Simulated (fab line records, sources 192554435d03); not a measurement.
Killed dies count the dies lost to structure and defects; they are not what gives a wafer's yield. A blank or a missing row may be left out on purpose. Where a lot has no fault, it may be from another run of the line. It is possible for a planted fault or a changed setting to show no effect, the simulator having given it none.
Struck lot and sound lot, side by side	flow n5Finfet	16 steps out of a route of 1938
Sound: these wafers, L391.1, L391.5, L391.6. The struck wafers were L398.1, L398.3, L398.6. The cause comes at the end.
Order at every step that has rows: each side's tool, ch and its chambers, its first start. Under that, the readings that differ: sound wafers	struck wafers	difference of the means	sigmas: that difference in standard deviations of wafers without a fault.
alike: same words and numbers on both sides, and readings whose means sit less than 2 such deviations apart. not compared: any withheld reading, any reading some wafer has no value for, any bound like >300 that may hide the same value, and any number with overlapping values for which the record gives no deviation.
The two part at a step that has a row with sigmas, a row that says differs or no value, or rows on one side only. Numbers that don't overlap but have no deviation are shown without sigmas and don't part them. A reading that every wafer of one side lacks parts them only if that side has two wafers or more.

first, 8 steps without rows for these wafers: N5_BEOL_M3_COAT_68 (time 60 s, resist thk 12 nm); N5_BEOL_M3_COAT_76 (time 60 s, resist thk 5 nm); N5_BEOL_M3_COAT_22 (resist thk 30 nm); N5_BEOL_M3_EBR_24; N5_BEOL_M3_SOFTBAKE_23 (time 60 s); N5_BEOL_M3_EXPOSE_25 (exposes mask V2, defocus 5 nm); N5_BEOL_M3_PEB_26 (peb time 60 s); N5_BEOL_M3_DEVELOP_27 (develop time 30 s).
N5_BEOL_M3_CD_MEAS_28: target cd 25.7 nm, target cd y 23.3 nm.
  sound on cdSem-02 ch 0, day 9 20:11; struck on cdSem-02 ch 0, day 11 19:56
  alike: cdNm
N5_BEOL_M3_OVL_MEAS_29:
  sound on overlay-02 ch 0, day 9 20:13; struck on overlay-01 ch 0, day 11 19:58
  alike: V2_OVL
N5_BEOL_M3_INSPECT_30: inspects for defects (brightfield).
  sound on defectInspect-01, day 9 20:17; struck on defectInspect-01, day 11 20:02
  alike: rawDefectCount
N5_BEOL_M3_DESCUM_33: chemistry O2, time 7 s.
  sound on rieDiel-03 ch 1,2, day 9 21:00; struck on rieDiel-03 ch 0,2, day 11 20:04
  alike: drypumpMotorCurrentA, oesProductAu, rfVppV, showerheadPlenumPTorr, throttleValvePct
  not compared: rfHoursCounterH
N5_BEOL_M3_ETCH_77: etches underlayer in N2/H2, target depth 6.5 nm, time 5.2 s.
  sound on rieDiel-03 ch 1,2, day 9 21:02; struck on rieDiel-03 ch 0,2, day 11 20:06
  no value came back on the struck wafers for any of 8 readings (biasW (W), chamberPressureMTorr (mTorr) and others); on the sound wafers biasW (W) reads 150.1 149.6 149.8
  not compared: rfHoursCounterH
N5_BEOL_M3_ETCH_69: etches SiARC in CF4, target depth 15.6 nm, time 26 s.
  sound on rieDiel-03 ch 1,2, day 9 21:03; struck on rieDiel-03 ch 0,2, day 11 20:07
  alike: biasW, cf4FlowSccm, drypumpMotorCurrentA, etchRfOnTimeS, oesProductAu, rfVppV, showerheadPlenumPTorr, throttleValvePct
  not compared: rfHoursCounterH
N5_BEOL_M4_RC_MEAS_101:
  sound on prober-02 ch 0, day 10 18:44; struck on prober-02 ch 0, day 12 18:27
  alike: DIBL_N, DIBL_P, IOFF_N, IOFF_P, ION_N, ION_P, SS_N, SS_P, VT_N, VT_P
-- here the record skips 5 days between the struck wafers' starts before and after, leaving off in module BEOL_M4 and picking up in module PASSIVATION (first step shown: number 1936 of the route) --
N5_PASSIVATION_PROBE_49:
  sound on prober-02, day 15 07:29; struck on prober-02, day 17 13:18
  alike: defectLimitedYield, killed_at_M0_to_M3, killed_at_M4_up, killedAtContacts, killedAtFrontEnd, killedAtOther, killedDies, killedOpen, killedShort, sort_bin_4_leakage, sort_bin_5_function, sort_bin_6_memory, sort_bin_8_speed, sortNPass, sortYieldPct

== WHERE THEY PART ==
Only at N5_BEOL_M3_ETCH_77, as far as this record shows. Later steps at which nothing parts them and some readings are alike: N5_BEOL_M3_ETCH_69, N5_BEOL_M4_RC_MEAS_101, N5_PASSIVATION_PROBE_49.

WHY: the cause the simulator had injected
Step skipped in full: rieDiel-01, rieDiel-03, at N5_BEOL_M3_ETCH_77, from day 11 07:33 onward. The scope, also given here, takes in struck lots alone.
